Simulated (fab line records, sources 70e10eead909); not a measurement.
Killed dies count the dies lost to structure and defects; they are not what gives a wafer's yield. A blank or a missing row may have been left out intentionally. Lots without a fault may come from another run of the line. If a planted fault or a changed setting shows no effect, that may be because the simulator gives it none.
fab line records -- flow nand_harc
[record] lots = 11, wafers = 33, last_day = 35
route steps=1302 shown A_BLC@1131 A_M0@1151 END@1302
lots untouched by any fault: they come from a run of this same line in which no faults occurred
start_h: the number of hours between the record's first day and the start of the first shown wafer of the lot -- wait_h: time in hours since the lot's previous step -- " repeats the value in the row above -- L1.1+2: a row that stands for several wafers -- - either no value or no given start -- * or withheld: withheld -- < > ~ a bound
route shown NAME@n: names a module that has steps shown in the file, with the first one's number in the route -- usual: the fault-free wafers' mean and standard deviation -- same: alike in all rows -- chamber/n: place in a boat -- sites: per-site readings -- _std_site: standard deviation of those values -- _edge_site: the outer-site mean with the inner-site mean subtracted -- radius_mm: how far each site lies from the wafer's centre -- mask NAME#n: copy n -- behind: the tool/chamber that last shaped the wafer -- hold: why the lot was held/for how many hours/how that ended -- device: which transistor (n, p or np) failed to switch -- end of line: at the end of the route, the tests of the same wafers -- for a step that has no rows: nothing shown but its recipe -- killed: not the wafer's yield, but the dies lost to structure and defects at the first sort -- map: shows each die of a wafer: x if killed, . if not, _ if none is there
set.NAME: the setting as run; set.NAME@STEP: as run at that earlier step -- model.NAME: the simulator's own value behind a step, which no gauge read
steps of the route over a sample of lots; a table a step, a row a wafer
services: from which hour (start_h, from the record's first day; less than 0 if before it) a tool's chamber was out of use, for how many hours, and why
[[steps]]
[step NHARC_A_BLC_ALD_23]
[recipe] target_thk_a = 30, pulse_time_s = 1, ald_cycles = 150, temp_c = 450, material = TiN
[usual] heater_power_w = 1021/120, precursor_pulse_height_rel = 0.999/0.019, susceptor_temp_C = 450.00/0.23
lot.wafer,tool,chamber,start_h,wait_h,heater_power_w,precursor_pulse_height_rel,susceptor_temp_C
L594.3,ald_metal-02,1,533.33,-,832,1.001,450.42
L594.2,ald_metal-02,3,533.33,-,1115,0.975,450.03
L594.5,ald_metal-02,0,533.33,-,974,0.977,450.19
L597.1,ald_metal-03,0,559.55,-,1175,1.023,449.94
L597.5,ald_metal-03,3,559.55,-,908,0.967,449.67
L597.6,ald_metal-03,0,559.55,-,1184,1.026,450.03
L601.1,ald_metal-02,0,629.77,-,951,0.973,449.96
L601.3,ald_metal-02,1,629.77,-,826,1.006,449.61
L601.6,ald_metal-02,0,629.77,-,964,1.000,450.09
L603.1,ald_metal-02,1,659.81,-,828,0.975,450.39
L603.4,ald_metal-02,2,659.81,-,1013,0.973,450.45
L603.2,ald_metal-02,3,659.81,-,1053,1.027,449.93
L607.1,ald_metal-01,3,681.53,-,998,0.988,449.73
L607.2,ald_metal-01,0,681.53,-,970,1.016,450.00
L607.5,ald_metal-01,2,681.53,-,1131,1.013,449.85
L609.4,ald_metal-03,0,687.83,-,1178,1.018,449.87
L609.5,ald_metal-03,2,687.83,-,967,0.958,450.16
L609.6,ald_metal-03,3,687.83,-,907,1.001,449.84
L611.1,ald_metal-01,3,692.80,-,991,0.999,449.90
L611.6,ald_metal-01,3,692.80,-,991,1.018,449.90
L611.5,ald_metal-01,0,692.80,-,974,0.999,449.89
L614.2,ald_metal-01,1,717.37,-,1065,0.988,449.52
L614.3,ald_metal-01,3,717.37,-,979,1.011,449.72
L614.1,ald_metal-01,0,717.37,-,1000,1.010,449.95
L615.1,ald_metal-02,1,749.09,-,843,0.999,450.18
L615.3,ald_metal-02,3,749.09,-,1050,1.006,449.84
L615.5,ald_metal-02,1,749.09,-,834,1.003,450.10
L616.3,ald_metal-02,1,751.30,-,841,0.989,450.04
L616.6,ald_metal-02,0,751.30,-,952,1.027,450.28
L616.5,ald_metal-02,1,751.30,-,824,0.982,449.89
L617.2,ald_metal-01,2,786.74,-,1121,0.986,450.08
L617.3,ald_metal-01,3,786.74,-,941,1.029,449.67
L617.6,ald_metal-01,3,786.74,-,974,0.995,450.03
[step NHARC_A_M0_ETCH_34]
[recipe] target_depth_a = 400, overetch_a = 120, time_s = 43.94, ion_energy_ev = 200, n2_flow_sccm = 150, h2_flow_sccm = 150, ar_flow_sccm = 0, rf_w = 400, bias_w = 150, chemistry = N2/H2
[usual] drypump_motor_current_A = 5.7/0.56, oes_product_au = 1.000/0.008, rf_vpp_V = 429.9/2.5, showerhead_plenum_p_Torr = 2.02/0.087, throttle_valve_pct = 14.171/0.01
lot.wafer,tool,chamber,start_h,wait_h,drypump_motor_current_A,oes_product_au,rf_hours_counter_h,rf_vpp_V,showerhead_plenum_p_Torr,throttle_valve_pct
L594.3,rie_diel-09,3,535.70,0.1,6.5,0.991,0.4,429.1,2.01,14.158
L594.2,rie_diel-09,2,535.70,0.1,6.3,1.011,0.5,430.8,2.08,14.180
L594.5,rie_diel-09,3,535.70,0.1,6.5,0.995,-,430.3,2.01,14.182
L597.1,rie_diel-05,2,561.98,0.1,5.1,0.999,6.9,428.4,2.00,14.168
L597.5,rie_diel-05,0,561.98,0.1,6.0,1.004,-,432.5,2.09,14.166
L597.6,rie_diel-05,1,561.98,0.1,5.6,0.986,-,431.4,2.07,14.174
L601.3,rie_diel-08,3,632.09,0.1,5.5,1.014,3.7,432.3,2.16,14.157
L601.1,rie_diel-08,2,632.09,0.1,4.8,1.001,3.7,429.2,1.98,14.186
L601.6,rie_diel-08,3,632.09,0.1,5.5,1.013,-,432.9,2.17,14.183
L603.1,rie_diel-05,3,662.12,0.1,6.1,0.995,2.9,426.9,1.91,14.146
L603.4,rie_diel-05,1,662.12,0.1,5.6,1.001,3.0,431.9,2.07,14.169
L603.2,rie_diel-05,2,662.12,0.1,5.0,1.005,2.8,430.7,2.00,14.182
L607.2,rie_diel-08,3,683.84,0.1,5.5,1.020,7.2,433.2,2.16,14.154
L607.1,rie_diel-08,1,683.84,0.1,5.7,0.998,6.4,428.6,1.93,14.178
L607.5,rie_diel-08,2,683.84,0.1,4.8,0.991,-,428.5,1.98,14.164
L609.4,rie_diel-09,0,690.34,0.1,6.2,1.018,0.2,427.1,1.88,14.189
L609.6,rie_diel-09,2,690.34,0.1,6.3,1.008,-,431.8,2.07,14.165
L609.5,rie_diel-09,3,690.34,0.1,6.5,0.993,-,430.0,2.01,14.172
L611.1,rie_diel-09,2,695.14,0.1,6.3,0.996,0.2,431.4,2.07,14.171
L611.6,rie_diel-09,2,695.14,0.1,6.3,1.008,-,430.5,2.07,14.158
L611.5,rie_diel-09,3,695.14,0.1,6.4,0.993,-,427.6,2.01,14.157
L614.2,rie_diel-08,3,720.24,0.1,5.5,1.023,10.0,434.0,2.16,14.183
L614.3,rie_diel-08,0,720.24,0.1,5.0,0.999,9.1,432.2,2.15,14.165
L614.1,rie_diel-08,1,720.24,0.1,5.8,1.001,8.1,426.2,1.93,14.165
L615.3,rie_diel-09,1,751.44,0.1,5.2,0.999,4.5,429.5,1.99,14.184
L615.1,rie_diel-09,0,751.44,0.1,6.2,1.009,3.8,425.5,1.88,14.165
L615.5,rie_diel-09,2,751.44,0.1,6.3,1.003,-,430.5,2.07,14.169
L616.3,rie_diel-08,2,753.54,0.1,4.8,0.998,1.2,428.4,1.98,14.151
L616.5,rie_diel-08,3,753.54,0.1,5.4,1.007,-,432.3,2.16,14.175
L616.6,rie_diel-08,0,753.54,0.1,5.0,0.999,-,434.0,2.15,14.168
L617.2,rie_diel-05,2,789.48,0.1,5.1,0.990,1.2,430.2,2.00,14.185
L617.3,rie_diel-05,3,789.48,0.1,6.1,0.987,1.2,427.1,1.90,14.141
L617.6,rie_diel-05,2,789.48,0.1,5.1,0.996,-,428.8,2.00,14.150
[step NHARC_A_M0_ANNEAL_30]
[recipe] temp_c = 225, time_s = 90
[usual] anneal_temp_c = 225.00/0.16, wafer_temp_C_max = 226.00/0.26
lot.wafer,tool,chamber,start_h,wait_h,anneal_temp_c,wafer_temp_C_max
L594.2,rtp_anneal-02,0,537.33,0.3,224.92,226.01
L594.3,rtp_anneal-02,0,537.33,0.3,224.85,226.36
L594.5,rtp_anneal-02,0,537.33,0.3,224.89,226.11
L597.1,rtp_anneal-01,0,563.58,0.3,224.82,226.08
L597.5,rtp_anneal-01,0,563.58,0.3,225.26,225.98
L597.6,rtp_anneal-01,0,563.58,0.3,225.12,226.27
L601.1,rtp_anneal-01,0,633.66,0.3,224.98,226.09
L601.3,rtp_anneal-01,0,633.66,0.3,224.92,226.41
L601.6,rtp_anneal-01,0,633.66,0.3,224.90,226.11
L603.1,rtp_anneal-01,0,663.69,0.3,224.83,225.97
L603.2,rtp_anneal-01,0,663.69,0.3,224.92,226.00
L603.4,rtp_anneal-01,0,663.69,0.3,225.07,225.76
L607.1,rtp_anneal-01,0,685.43,-,224.98,225.56
L607.2,rtp_anneal-01,0,685.43,-,225.19,225.84
L607.5,rtp_anneal-01,0,685.43,-,225.17,225.60
L609.4,rtp_anneal-01,0,692.06,0.3,224.89,226.00
L609.5,rtp_anneal-01,0,692.06,0.3,224.96,225.83
L609.6,rtp_anneal-01,0,692.06,0.3,225.01,226.14
L611.1,rtp_anneal-01,0,696.76,-,225.07,225.89
L611.5,rtp_anneal-01,0,696.76,-,225.12,225.78
L611.6,rtp_anneal-01,0,696.76,-,225.04,226.18
L614.1,rtp_anneal-02,0,721.81,0.3,225.22,226.27
L614.2,rtp_anneal-02,0,721.81,0.3,225.22,226.24
L614.3,rtp_anneal-02,0,721.81,0.3,225.12,226.40
L615.1,rtp_anneal-01,0,753.00,-,225.01,225.78
L615.3,rtp_anneal-01,0,753.00,-,225.05,226.12
L615.5,rtp_anneal-01,0,753.00,-,224.80,225.69
L616.3,rtp_anneal-01,0,755.19,-,225.03,225.63
L616.5,rtp_anneal-01,0,755.19,-,224.94,225.57
L616.6,rtp_anneal-01,0,755.19,-,224.93,225.61
L617.2,rtp_anneal-02,0,791.10,-,224.92,226.76
L617.3,rtp_anneal-02,0,791.10,-,225.10,226.76
L617.6,rtp_anneal-02,0,791.10,-,225.05,226.29
[step NHARC_A_M0_CMP_23]
[recipe] t_overpolish_s = 20, target_thk_nm = 113.75
[usual] motor_current_A = 12.2/1.5, slurry_filter_dp_kPa = 13.49/0.14, time_to_endpoint_s = 29.7/2.6
lot.wafer,tool,chamber,start_h,wait_h,motor_current_A,slurry_filter_dp_kPa,time_to_endpoint_s
L594.2,cmp-02,3,537.65,-,12.9,13.62,28.0
L594.3,cmp-02,0,537.65,-,10.5,13.48,29.4
L594.5,cmp-02,3,537.65,-,13.2,13.45,27.3
L597.1,cmp-03,3,563.93,-,9.4,13.66,30.3
L597.6,cmp-03,3,563.93,-,9.4,13.40,30.0
L597.5,cmp-03,0,563.93,-,11.9,13.80,27.7
L601.3,cmp-02,1,634.03,-,11.7,13.55,36.6
L601.1,cmp-02,3,634.03,-,13.0,13.50,28.8
L601.6,cmp-02,0,634.03,-,11.1,13.25,32.0
L603.1,cmp-02,2,664.04,-,13.2,13.74,37.4
L603.2,cmp-02,3,664.04,-,13.0,13.35,29.0
L603.4,cmp-02,0,664.04,-,10.3,13.60,31.0
L607.1,cmp-03,1,685.77,-,13.0,13.48,30.4
L607.2,cmp-03,2,685.77,-,11.3,13.47,30.4
L607.5,cmp-03,2,685.77,-,11.3,13.56,30.7
L609.4,cmp-01,2,692.28,-,14.9,13.40,29.7
L609.6,cmp-01,1,692.28,-,11.5,13.63,30.4
L609.5,cmp-01,2,692.28,-,14.9,13.47,31.7
L611.1,cmp-03,0,697.10,-,11.7,13.40,27.6
L611.6,cmp-03,0,697.10,-,11.1,13.67,25.4
L611.5,cmp-03,1,697.10,-,13.8,13.45,27.4
L614.3,cmp-01,0,722.16,-,11.7,13.46,28.2
L614.1,cmp-01,2,722.16,-,14.5,13.65,30.9
L614.2,cmp-01,3,722.16,-,14.5,13.47,30.5
L615.1,cmp-01,3,753.38,-,14.2,13.53,30.8
L615.3,cmp-01,0,753.38,-,11.8,13.38,27.9
L615.5,cmp-01,3,753.38,-,14.3,13.40,30.8
L616.3,cmp-01,1,755.49,-,11.1,13.66,32.0
L616.6,cmp-01,3,755.49,-,14.2,13.46,32.3
L616.5,cmp-01,0,755.49,-,12.1,13.39,28.8
L617.3,cmp-01,3,791.43,-,13.6,13.69,30.6
L617.2,cmp-01,1,791.43,-,10.6,13.19,30.3
L617.6,cmp-01,2,791.43,-,15.7,13.32,31.9
[step NHARC_A_M0_INSPECT_27]
[usual] raw_defect_count = 565/150
lot.wafer,tool,chamber,start_h,wait_h,raw_defect_count
L594.2,defect_inspect-01,-,538.09,0.0,451
L594.3,defect_inspect-01,-,538.09,0.0,384
L594.5,defect_inspect-01,-,538.09,0.0,725
L597.1,defect_inspect-02,-,564.40,0.0,428
L597.5,defect_inspect-02,-,564.40,0.0,543
L597.6,defect_inspect-02,-,564.40,0.0,509
L601.1,defect_inspect-01,-,634.49,0.0,523
L601.3,defect_inspect-01,-,634.49,0.0,449
L601.6,defect_inspect-01,-,634.49,0.0,494
L603.1,defect_inspect-02,-,664.51,0.0,3200
L603.2,defect_inspect-02,-,664.51,0.0,859
L603.4,defect_inspect-02,-,664.51,0.0,818
L607.1,defect_inspect-02,-,686.25,0.0,708
L607.2,defect_inspect-02,-,686.25,0.0,497
L607.5,defect_inspect-02,-,686.25,0.0,472
L609.4,defect_inspect-02,-,692.72,0.0,643
L609.5,defect_inspect-02,-,692.72,0.0,632
L609.6,defect_inspect-02,-,692.72,0.0,623
L611.1,defect_inspect-01,-,697.61,0.0,685
L611.5,defect_inspect-01,-,697.61,0.0,662
L611.6,defect_inspect-01,-,697.61,0.0,579
L614.1,defect_inspect-02,-,722.63,0.0,581
L614.2,defect_inspect-02,-,722.63,0.0,620
L614.3,defect_inspect-02,-,722.63,0.0,663
L615.1,defect_inspect-01,-,753.82,0.0,836
L615.3,defect_inspect-01,-,753.82,0.0,571
L615.5,defect_inspect-01,-,753.82,0.0,773
L616.3,defect_inspect-01,-,755.92,0.0,394
L616.5,defect_inspect-01,-,755.92,0.0,457
L616.6,defect_inspect-01,-,755.92,0.0,784
L617.2,defect_inspect-02,-,791.87,0.0,427
L617.3,defect_inspect-02,-,791.87,0.0,471
L617.6,defect_inspect-02,-,791.87,0.0,362
[step NHARC_END_SORT_01]
[recipe] temp_c = 25
[usual] defect_limited_yield = 91.3/2.7, killed_at_array = 54/18, killed_at_other = 0.9/1.2, killed_at_periphery = 4.4/2.9, killed_dies = 59/18, killed_open = 3.2/1.8, killed_short = 2.6/1.8
[same] gross_dies = 677
lot.wafer,tool,chamber,start_h,wait_h,defect_limited_yield[%],killed_at_array,killed_at_other,killed_at_periphery,killed_dies,killed_open,killed_short
L603.1,prober-02,0,712.54,2.5,0,674,2,1,677,3,5
L603.2,prober-02,0,713.34,2.8,89.4,71,1,0,72,5,6
L603.4,prober-02,0,714.93,3.4,89.8,68,0,1,69,2,1
L609.4,prober-02,0,738.40,3.4,91.7,53,0,3,56,2,1
L609.5,prober-02,0,739.20,3.7,90.3,62,0,4,66,2,3
L609.6,prober-02,0,740.00,4.0,89.4,68,0,4,72,4,2
L614.1,prober-02,0,765.61,2.5,90.3,61,1,4,66,3,3
L614.2,prober-02,0,766.40,2.8,91.0,54,1,6,61,6,0
L614.3,prober-02,0,767.20,3.1,90.7,58,0,5,63,3,0
L615.1,prober-01,0,791.80,2.5,95.7,24,0,5,29,4,2
L615.3,prober-01,0,793.39,3.1,94.8,27,0,8,35,3,5
L615.5,prober-01,0,794.98,3.7,95.3,22,1,9,32,1,3
L617.2,prober-02,0,840.21,2.8,96.6,20,1,2,23,1,3
L617.3,prober-02,0,841.01,3.1,96.5,19,2,3,24,2,1
L617.6,prober-02,0,843.41,4.0,94.2,34,3,2,39,5,1
// killed by level:class
L603.1 A_M0:area_cmp=607 A_SLIT:chamber_film_flake=34 A_CHANNEL_HOLE_D2:chamber_film_flake=20 A_CHANNEL_HOLE_D1:chamber_film_flake=3 A_ONON_D1:geometric_particle:short=2 A_DECK1_JOINT:geometric_particle:open=2 A_WL_FILL:chamber_film_flake=2 P_M0:geometric_particle:short=1
L603.2 A_SLIT:chamber_film_flake=30 A_CHANNEL_HOLE_D2:chamber_film_flake=18 A_CHANNEL_HOLE_D1:chamber_film_flake=6 A_WL_FILL:chamber_film_flake=3 A_CHANNEL_FILL_D2:geometric_particle:short=2 A_SOURCE_PLATE:geometric_particle:open=1 A_ONON_D1:geometric_particle:short=1 A_DECK1_JOINT:geometric_particle:open=1
L603.4 A_SLIT:chamber_film_flake=32 A_CHANNEL_HOLE_D2:chamber_film_flake=16 A_CHANNEL_HOLE_D1:chamber_film_flake=7 A_CHANNEL_FILL_D1:chamber_film_flake=3 A_CHANNEL_FILL_D2:chamber_film_flake=2 A_BLC:chamber_film_flake=2 A_WL_FILL:chamber_film_flake=2 P_M0:geometric_particle:open=1
L609.4 A_CHANNEL_HOLE_D2:chamber_film_flake=18 A_CHANNEL_HOLE_D1:chamber_film_flake=18 A_CONTACT:chamber_film_flake=5 A_SLIT:chamber_film_flake=3 A_DECK1_JOINT:chamber_film_flake=2 A_STAIRCASE:chamber_film_flake=2 A_DECK1_JOINT:geometric_particle:open=1 A_CHANNEL_FILL_D2:geometric_particle:short=1
L609.5 A_CHANNEL_HOLE_D2:chamber_film_flake=20 A_CHANNEL_HOLE_D1:chamber_film_flake=18 A_SLIT:chamber_film_flake=8 A_CONTACT:chamber_film_flake=5 A_SGD_CUT:geometric_particle:short=3 A_CHANNEL_FILL_D1:chamber_film_flake=3 P_GATE:chamber_film_flake=2 A_DECK1_JOINT:chamber_film_flake=2
L609.6 A_CHANNEL_HOLE_D2:chamber_film_flake=29 A_CHANNEL_HOLE_D1:chamber_film_flake=26 P_GATE:chamber_film_flake=3 A_SLIT:chamber_film_flake=3 A_CHANNEL_FILL_D1:chamber_film_flake=2 P_CONTACT:geometric_particle:open=1 A_CHANNEL_FILL_D1:geometric_particle:open=1 A_CHANNEL_FILL_D1:geometric_particle:short=1
L614.1 A_CHANNEL_HOLE_D2:chamber_film_flake=30 A_CHANNEL_HOLE_D1:chamber_film_flake=12 A_SLIT:chamber_film_flake=8 P_STI:chamber_film_flake=3 A_WL_FILL:chamber_film_flake=3 A_CHANNEL_FILL_D1:geometric_particle:short=2 P_M1:geometric_particle:open=1 A_WL_FILL:geometric_particle:short=1
L614.2 A_CHANNEL_HOLE_D2:chamber_film_flake=26 A_CHANNEL_HOLE_D1:chamber_film_flake=16 A_SLIT:chamber_film_flake=3 P_GATE:geometric_particle:open=2 A_WL_FILL:geometric_particle:open=2 A_STAIRCASE:chamber_film_flake=2 A_BONDPAD:chamber_film_flake=2 P_M0:geometric_particle:open=1
L614.3 A_CHANNEL_HOLE_D2:chamber_film_flake=24 A_SLIT:chamber_film_flake=13 A_CHANNEL_HOLE_D1:chamber_film_flake=9 A_STAIRCASE:chamber_film_flake=4 P_STI:chamber_film_flake=3 A_WL_FILL:geometric_particle:open=2 A_CONTACT:chamber_film_flake=2 P_CONTACT:chamber_film_flake=2
L615.1 A_CONTACT:chamber_film_flake=8 A_SLIT:chamber_film_flake=4 P_ZERO_WELL:chamber_film_flake=3 A_WL_FILL:chamber_film_flake=3 A_ONON_D2:geometric_particle:open=2 P_BONDPAD:chamber_film_flake=2 A_CHANNEL_HOLE_D2:chamber_film_flake=2 A_DECK1_JOINT:geometric_particle:open=1
L615.3 A_CONTACT:chamber_film_flake=8 A_SLIT:chamber_film_flake=7 P_BONDPAD:chamber_film_flake=5 A_WL_FILL:chamber_film_flake=4 P_STI:geometric_particle:short=2 A_WL_FILL:geometric_particle:open=2 A_CHANNEL_FILL_D1:geometric_particle:open=1 A_CHANNEL_FILL_D1:geometric_particle:short=1
L615.5 A_SLIT:chamber_film_flake=7 A_CONTACT:chamber_film_flake=6 P_BONDPAD:chamber_film_flake=5 A_STAIRCASE:chamber_film_flake=3 P_ZERO_WELL:chamber_film_flake=2 P_GATE:geometric_particle:short=1 A_DECK1_JOINT:geometric_particle:open=1 A_CHANNEL_FILL_D2:geometric_particle:short=1
L617.2 A_SLIT:chamber_film_flake=7 A_STAIRCASE:chamber_film_flake=4 A_ONON_D2:geometric_particle:short=2 A_DECK1_JOINT:chamber_film_flake=2 A_CHANNEL_HOLE_D2:chamber_film_flake=2 A_CHANNEL_FILL_D2:geometric_particle:short=1 A_WL_FILL:geometric_particle:open=1 P_ZERO_WELL:chamber_film_flake=1
L617.3 A_SLIT:chamber_film_flake=7 A_CONTACT:chamber_film_flake=4 P_GATE:chamber_film_flake=2 A_DECK1_JOINT:chamber_film_flake=2 THIN_TSV:chamber_film_flake=2 A_CHANNEL_FILL_D1:geometric_particle:short=1 A_CHANNEL_HOLE_D2:geometric_particle:open=1 A_M0:geometric_particle:open=1
L617.6 A_SLIT:chamber_film_flake=17 A_STAIRCASE:chamber_film_flake=5 A_CONTACT:chamber_film_flake=5 THIN_TSV:chamber_film_flake=3 A_ONON_D1:geometric_particle:open=2 A_DECK1_JOINT:geometric_particle:open=1 A_ONON_D2:geometric_particle:open=1 A_ONON_D2:geometric_particle:short=1
[[services]]
tool,chamber,start_h,hours,kind
rie_diel-09,1,509.79,4.1,repair
ald_metal-01,-,526.00,10.0,pm
rie_diel-09,-,527.64,3.1,repair
rie_diel-08,-,528.91,1.9,repair
rie_diel-08,-,544.92,9.0,pm
ald_metal-02,-,569.18,0.7,repair
rie_diel-08,-,570.08,0.6,repair
cmp-01,-,577.58,4.0,pm
ald_metal-02,3,596.12,40.7,repair
ald_metal-02,-,610.00,10.0,pm
rie_diel-09,1,634.20,13.8,repair
cmp-01,-,656.72,1.1,repair
rie_diel-09,-,674.15,9.0,pm
cmp-01,-,675.58,4.0,pm
ald_metal-01,1,689.02,14.9,repair
cmp-01,-,690.80,0.3,repair
rie_diel-08,0,692.76,4.7,repair
rie_diel-08,1,695.70,7.7,repair
ald_metal-01,-,704.00,10.0,pm
rie_diel-08,-,722.03,9.0,pm
cmp-01,-,723.39,2.4,repair
ald_metal-02,2,745.94,21.2,repair
cmp-01,-,773.58,4.0,pm
ald_metal-02,-,788.00,10.0,pm
[[key]]
[first_sign] step = NHARC_A_M0_INSPECT_27, reading = raw_defect_count, direction = up, sigmas = 18, usual = 565, struck = 3200
[effect] step = NHARC_END_SORT_01, reading = killed_at_array, direction = up, sigmas = 34, usual = 54, struck = 674
[more_kills_born_at] NHARC_A_M0_CMP_23@cmp-02 = 607
met_at NHARC_A_M0_CMP_23
struck_lots L603
struck_wafers L603.1
later_rows_left_out L603.1
not_acting_at NHARC_A_BLC_ALD_23,NHARC_A_M0_ETCH_34,NHARC_A_M0_ANNEAL_30
onset_between 634.03 664.04
[fault] kind = process_parameter_drift, tool = cmp-02, chamber = -, onset_h = 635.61, steps = NHARC_A_M0_CMP_23, channel = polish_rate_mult, offset = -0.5, shape = step, end_h = 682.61, scope = struck_wafers_only
// later_rows_left_out: the simulator's readings of these wafers behind a module that went badly wrong aren't trusted and aren't shown, but for the sort
